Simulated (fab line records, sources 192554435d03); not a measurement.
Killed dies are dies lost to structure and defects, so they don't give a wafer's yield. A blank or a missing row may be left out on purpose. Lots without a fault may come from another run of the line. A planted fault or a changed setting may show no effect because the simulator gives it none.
A struck lot beside a sound one | flow n5_finfet | 16 steps out of a route of 1938
Sound: wafers L987.1, L987.3, L987.6. Struck: wafer L976.4. (L976.1, L976.2 of the same lot were not struck and are left out.) The cause comes at the end.
At each step with rows: each side's tool, then ch and its chambers, then its first start. Under that, the readings that differ: sound wafers | struck wafers | difference of the means | sigmas: that difference in standard deviations of wafers without a fault.
alike: readings whose means differ by less than 2 such deviations, and words and numbers that are the same on both sides. not compared: withheld readings, readings that some wafer has no value for, bounds like >300 that may hide the same value, and numbers for which the record gives no deviation and whose values overlap.
The two part at a step that has a row with sigmas, a row that says differs or no value, or rows on one side only. Numbers that don't overlap but have no deviation are shown without sigmas and don't part them. A reading that every wafer of one side lacks parts them only if that side has two wafers or more.

first, 1 step without rows for these wafers: N5_BEOL_M1_DEVELOP_27 (develop time 30 s).
N5_BEOL_M1_CD_MEAS_28: target cd y 23.3 nm.
  sound on cd_sem-01 ch 0, day 11 06:59; struck on cd_sem-03 ch 0, day 8 09:15
  reading    | sound             | struck | difference | sigmas
  cd_nm (nm) | 23.82 24.35 23.89 | 23.45  | -0.57      | -2
N5_BEOL_M1_OVL_MEAS_29:
  sound on overlay-01 ch 0, day 11 07:01; struck on overlay-01 ch 0, day 8 09:17
  alike: V0_OVL
N5_BEOL_M1_INSPECT_30: inspects for defects (brightfield).
  sound on defect_inspect-02, day 11 07:04; struck on defect_inspect-02, day 8 09:20
  alike: raw_defect_count
N5_BEOL_M1_DESCUM_33: chemistry O2, time 7 s.
  sound on rie_diel-05 ch 0,2, day 11 07:07; struck on rie_diel-03 ch 1, day 8 09:34
  reading                     | sound             | struck | difference | sigmas
  drypump_motor_current_A (A) | 6.6 6.6 6.6       | 5.3    | -1.3       | -2
  throttle_valve_pct (%)      | 20.63 20.23 20.25 | 20.93  | +0.56      | +2
  alike: oes_product_au, rf_vpp_V, showerhead_plenum_p_Torr
  not compared: rf_hours_counter_h
then, 1 step without rows for these wafers: N5_BEOL_M1_ETCH_77 (etches underlayer in N2/H2, target depth 6.5 nm, time 5.2 s).
N5_BEOL_M1_ETCH_69: etches SiARC in CF4, target depth 15.6 nm, time 26 s.
  sound on rie_diel-05 ch 0,2, day 11 07:10; struck on rie_diel-03 ch 1, day 8 09:37
  reading                     | sound             | struck | difference | sigmas
  drypump_motor_current_A (A) | 6.7 6.6 6.6       | 5.3    | -1.3       | -2
  etch_rf_on_time_s (s)       | 26.6 27.4 27.2    | 23.8   | -3.3       | -3
  throttle_valve_pct (%)      | 15.56 15.40 15.39 | 16.00  | +0.55      | +2
  alike: cf4_flow_sccm, mfc_ar_sccm, oes_product_au, rf_vpp_V, showerhead_plenum_p_Torr
  not compared: rf_hours_counter_h
N5_BEOL_M1_ALD_98: deposits SiO2, target thk 2.5 nm, pulse time 1 s, co reactant pulse time 1 s.
  sound on ald_sin-03 ch 0,3, day 11 07:41; struck on ald_sin-01 ch 3, day 8 09:42
  alike: heater_power_w, precursor_pulse_height_rel
N5_BEOL_M1_ETCHBACK_99: etches SiO2 in CHF3, target depth 5 nm, time 10.4 s.
  sound on rie_diel-03 ch 0,1,3, day 11 21:19; struck on rie_diel-02 ch 1, day 9 01:43
  reading                | sound             | struck | difference | sigmas
  throttle_valve_pct (%) | 17.19 17.52 17.36 | 16.69  | -0.67      | -3
  alike: CHF3_flow_sccm, drypump_motor_current_A, mfc_ar_sccm, oes_product_au, rf_vpp_V, showerhead_plenum_p_Torr
  not compared: rf_hours_counter_h
N5_BEOL_M1_ETCH_70: etches SOC in N2/H2, target depth 80 nm, overetch 16 nm, time 120 s.
  sound on rie_diel-03 ch 0,1,3, day 11 21:22; struck on rie_diel-02 ch 1, day 9 01:45
  reading                | sound             | struck | difference | sigmas
  throttle_valve_pct (%) | 17.88 18.08 17.94 | 17.62  | -0.35      | -2
  alike: drypump_motor_current_A, oes_product_au, rf_vpp_V, showerhead_plenum_p_Torr
  not compared: rf_hours_counter_h
then, 2 steps without rows for these wafers: N5_BEOL_M1_STRIP_71 (strips in N2/H2); N5_BEOL_M1_STRIP_78 (strips in N2/H2).
N5_BEOL_M1_VIA_ETCH_34: etches the open film in C4F6/O2, target depth 67.8 nm, time 64.4 s.
  sound on rie_diel-03 ch 0,1,3, day 11 21:28; struck on rie_diel-02 ch 1, day 9 01:51
  reading                                  | sound             | struck | difference | sigmas
  oes_product_au (a.u.)                    | 0.90 0.72 0.71    | 1.02   | +0.24      | +3
  throttle_valve_pct (%)                   | 30.8 31.4 31.3    | 30.4   | -0.8       | -2
  model.etch.depth_nm (nm)                 | 69.33 68.98 65.85 | 96.08  | +28.03     |
  model.SOC_of_BEOL_M1_COAT_67.thk_nm (nm) | 52.4 52.2 52.4    | 48.8   | -3.5       |
  alike: drypump_motor_current_A, mfc_ar_sccm, rf_vpp_V, showerhead_plenum_p_Torr
  not compared: rf_hours_counter_h
then, 1 step without rows for these wafers: N5_BEOL_M1_STRIP_83 (strips in C4F6/O2).
N5_BEOL_M4_RC_MEAS_101:
  sound on prober-01 ch 0, day 13 10:42; struck on prober-01 ch 0, day 10 19:35
  reading        | sound          | struck | difference | sigmas
  IOFF_N (nA/um) | 0.20 0.19 0.26 | 0.11   | -0.11      | -2
  ION_N (uA/um)  | 679 691 695    | 651    | -37        | -2
  VT_N (mV)      | 243 247 243    | 258    | +14        | +3
  alike: DIBL_N, DIBL_P, IOFF_P, ION_P, SS_N, SS_P, VT_P
-- the record jumps here: 5 days lie between the struck wafers' starts before and after (it left off in module BEOL_M4 and takes up again in module PASSIVATION, whose first step shown is number 1936 of the route) --
N5_PASSIVATION_PROBE_49:
  sound on prober-01, day 17 19:05; struck on prober-01, day 15 19:36
  reading             | sound    | struck | difference | sigmas
  killed_at_front_end | 47 31 27 | 65     | +30        | +3
  alike: defect_limited_yield, killed_at_M0_to_M3, killed_at_M4_up, killed_at_contacts, killed_at_other, killed_dies, killed_on_rim, killed_open, killed_short, sort_bin_4_leakage, sort_bin_5_function, sort_bin_6_memory, sort_n_pass, sort_yield_pct

WHERE THEY PART
First at N5_BEOL_M1_CD_MEAS_28; last, within this record, at N5_PASSIVATION_PROBE_49.

WHY: what the simulator had put in
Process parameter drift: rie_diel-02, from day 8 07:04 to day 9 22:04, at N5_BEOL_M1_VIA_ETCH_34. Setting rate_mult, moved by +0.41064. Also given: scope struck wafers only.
